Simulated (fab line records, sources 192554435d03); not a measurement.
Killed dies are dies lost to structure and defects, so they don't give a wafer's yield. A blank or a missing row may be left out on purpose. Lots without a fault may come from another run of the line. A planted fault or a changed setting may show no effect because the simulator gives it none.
Chamber matching | flow n5_finfet | N5_BEOL_M5_STRIP_64 on rie_diel-02: 4 sister chambers
The step strips in CF4. 4 wafers are shown with their chamber, then 10 later ones without.

WAFERS WITH THEIR CHAMBER
wafer  | chamber | drypump_motor_current_A (A)
L079.5 | 0       | 5.1
L084.3 | 2       | 5.1
L089.1 | 1       | 5.6
L089.3 | 3       | 6.6

WAFERS WITHOUT THEIR CHAMBER
wafer  | drypump_motor_current_A (A)
L089.4 | 5.1
L091.1 | 5.1
L091.2 | 6.6
L091.5 | 5.5
L093.1 | 5.1
L093.2 | 5.5
L093.5 | 5.1
L097.1 | 5.0
L097.2 | 5.1
L097.4 | 6.6

WHICH CHAMBER EACH WENT THROUGH
wafer  | from the rows above     | in truth
L089.4 | can't be placed: 0 or 2 | 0
L091.1 | can't be placed: 0 or 2 | 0
L091.2 | 3                       | 3
L091.5 | 1                       | 1
L093.1 | can't be placed: 0 or 2 | 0
L093.2 | 1                       | 1
L093.5 | can't be placed: 0 or 2 | 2
L097.1 | can't be placed: 0 or 2 | 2
L097.2 | can't be placed: 0 or 2 | 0
L097.4 | 3                       | 3
Placed correctly: 4 of 10. Can't be placed from these rows: 6 (the true chamber is among the candidates in 6). Placed wrongly: 0.
How it was worked out, from the rows above alone: a wafer's distance from a chamber is the root of the sum, over the readings, of the square of ((its reading less the chamber's mean) divided by the reading's scatter). The wafer belongs to the nearest chamber; if the next one is less than 2 further off, it can't be placed. A chamber's mean is the mean of its shown wafers. The scatter: with one shown wafer a chamber, the root of the mean of the squares of how far each hidden wafer lies from its nearest shown one.
